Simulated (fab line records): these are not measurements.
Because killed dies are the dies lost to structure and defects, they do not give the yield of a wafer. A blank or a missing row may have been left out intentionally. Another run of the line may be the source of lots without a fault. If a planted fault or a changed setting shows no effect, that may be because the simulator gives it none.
Lot-split experiment + flow n5-finfet + on a route of 1938 steps: 7 lots, 39 wafers read

## ABOUT THE SPLIT
At N5_BEOL_M11_ILD_DEP_00 (deposits SiCOH lowk from DEMS/porogen, target thk 308.51 nm, time 58 s), the setting target-thk-a was moved away from the recipe's 3085.1 angstrom on 15 of the 39 wafers read, by -44.2% to +51.2%. All remaining wafers had this setting at the recipe value.

## BETWEEN THE SPLIT AND THE READING: the file shows 1 step in between
- N5_BEOL_M11_CURE_71: cures SiCOH lowk, time 240 s

## THE READING
M11_ILD_THK at N5_BEOL_M11_THK_MEAS_01, in nm. Typical for fault-free wafers on this fab line: 267 nm, with standard deviation 4.2 nm.

| wafer  | tool, chamber at the split | target-thk-a as run, angstrom | against the recipe | M11_ILD_THK, nm | against lot-mates on the recipe |
|--------|----------------------------|-------------------------------|--------------------|-----------------|---------------------------------|
| L074.1 | pecvd-04, 1                | 3085.1                        | recipe             | 261             | -                               |
| L074.2 | pecvd-04, 2                | 3085.1                        | recipe             | 265             | -                               |
| L074.3 | pecvd-04, 0                | 3085.1                        | recipe             | 266             | -                               |
| L074.4 | pecvd-04, 2                | 3085.1                        | recipe             | 267             | -                               |
| L074.5 | pecvd-04, 1                | 3085.1                        | recipe             | 266             | -                               |
| L074.6 | pecvd-04, 0                | 3085.1                        | recipe             | 273             | -                               |
| L078.3 | pecvd-01, 1                | 3085.1                        | recipe             | 267             | -                               |
| L078.5 | pecvd-01, 1                | 3085.1                        | recipe             | 266             | -                               |
| L078.6 | pecvd-01, 1                | 3085.1                        | recipe             | 266             | -                               |
| L079.1 | pecvd-01, 1                | 3085.1                        | recipe             | 261             | -                               |
| L079.2 | pecvd-01, 0                | 3602                          | +16.8%             | 308             | +44                             |
| L079.3 | pecvd-01, 2,1              | 3085.1                        | recipe             | 266             | -                               |
| L079.4 | pecvd-01, 2                | 3602                          | +16.8%             | 314             | +50                             |
| L079.5 | pecvd-01, 2,1              | 3085.1                        | recipe             | 266             | -                               |
| L079.6 | pecvd-01, 0                | 3602                          | +16.8%             | 314             | +50                             |
| L083.1 | pecvd-02, 2                | 4485                          | +45.4%             | 388             | +124                            |
| L083.2 | pecvd-02, 1                | 4485                          | +45.4%             | 383             | +119                            |
| L083.3 | pecvd-02, 0                | 3085.1                        | recipe             | 260             | -                               |
| L083.4 | pecvd-02, 0                | 4485                          | +45.4%             | 390             | +126                            |
| L083.5 | pecvd-02, 2                | 3085.1                        | recipe             | 267             | -                               |
| L083.6 | pecvd-02, 1                | 3085.1                        | recipe             | 264             | -                               |
| L084.1 | pecvd-04, 1                | 2571                          | -16.7%             | 221             | -52                             |
| L084.2 | pecvd-04, 0                | 3085.1                        | recipe             | 272             | -                               |
| L084.3 | pecvd-04, 2                | 2571                          | -16.7%             | 226             | -47                             |
| L084.4 | pecvd-04, 2                | 2571                          | -16.7%             | 226             | -47                             |
| L084.5 | pecvd-04, 0                | 3085.1                        | recipe             | 271             | -                               |
| L084.6 | pecvd-04, 1                | 3085.1                        | recipe             | 275             | -                               |
| L087.1 | pecvd-04, 0                | 1720                          | -44.2%             | 144             | -124                            |
| L087.2 | pecvd-04, 2                | 3085.1                        | recipe             | 263             | -                               |
| L087.3 | pecvd-04, 2,0              | 3085.1                        | recipe             | 270             | -                               |
| L087.4 | pecvd-04, 0                | 1720                          | -44.2%             | 151             | -117                            |
| L087.5 | pecvd-04, 2                | 1720                          | -44.2%             | 150             | -118                            |
| L087.6 | pecvd-04, 2,0              | 3085.1                        | recipe             | 270             | -                               |
| L088.1 | pecvd-02, 1                | 3085.1                        | recipe             | 263             | -                               |
| L088.2 | pecvd-02, 0                | 4664                          | +51.2%             | 404             | +136                            |
| L088.3 | pecvd-02, 2                | 3085.1                        | recipe             | 269             | -                               |
| L088.4 | pecvd-02, 1                | 4664                          | +51.2%             | 409             | +141                            |
| L088.5 | pecvd-02, 2                | 3085.1                        | recipe             | 273             | -                               |
| L088.6 | pecvd-02, 0                | 4664                          | +51.2%             | 408             | +140                            |
Where a row lists several chambers, the file gives one row for several wafers and doesn't say which wafer went through which chamber.

FIT RESULTS
A straight line over all 39 wafers: M11_ILD_THK changes by +2.68 nm for each +1% of target-thk-a; r = +1.00; the points scatter about the line by 3.8 nm.
The same after taking each lot's own level away (the mean of its wafers on the recipe; 39 wafers): +2.72 nm for each +1%; r = +1.00; scatter 3.1 nm.
On that fit, the largest move of target-thk-a shifts the reading by 1.4e+02 nm.
From 263.7 to 272.7 nm: that is the span of the lots' own levels, equal to 2.1 times the standard deviation above.
Consequently the slope shifts little with the lot-to-lot level, the two slopes agreeing.
Check: with one of the wafers moved furthest among these (+51.2%) left out of the fit, the line predicts +140 nm for it against its lot-mates. It came out at +136 nm against them.

## THE OTHER SPLITS THESE WAFERS WENT THROUGH
These wafers also went through other splits before the reading. Each is held against what the fit with the lots' levels taken away leaves over:
| other split on the same wafers          | wafers away from the commonest value | r with M11_ILD_THK (lot level and that fit taken away) |
|-----------------------------------------|--------------------------------------|--------------------------------------------------------|
| N5_DUMMY_GATE_ETCH_44 target-depth-a    | 12                                   | +0.07                                                  |
| N5_BEOL_M0_SAQP_ETCH_106 target-depth-a | 15                                   | +0.32                                                  |
| N5_BEOL_M9_ILD_DEP_00 time-s            | 12                                   | -0.03                                                  |

## THE WHOLE CHAIN: every reading that the file lists as answering this split, in the file's order
| step                    | what it does                                                           | reading                                                                                   | change (the file's fit)              | r (the file's) |
|-------------------------|------------------------------------------------------------------------|-------------------------------------------------------------------------------------------|--------------------------------------|----------------|
| N5_BEOL_M11_ILD_DEP_00  | deposits SiCOH lowk from DEMS/porogen, target thk 308.51 nm, time 58 s | SiCOH_lowk_of_BEOL_M11_ILD_DEP_00.thk-nm (the simulator's own value, which no gauge read) | +3.07 nm for each +1% of the setting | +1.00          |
| N5_BEOL_M11_CURE_71     | cures SiCOH lowk, time 240 s                                           | SiCOH_lowk_of_BEOL_M11_ILD_DEP_00.thk-nm (the simulator's own value, which no gauge read) | +2.72 nm for each +1% of the setting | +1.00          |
| N5_BEOL_M11_THK_MEAS_01 |                                                                        | M11_ILD_THK                                                                               | +2.72 for each +1% of the setting    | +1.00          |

## FILE'S OWN FIT
M11_ILD_THK changes by +2.72 nm for each +1% of target-thk-a, r = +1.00.
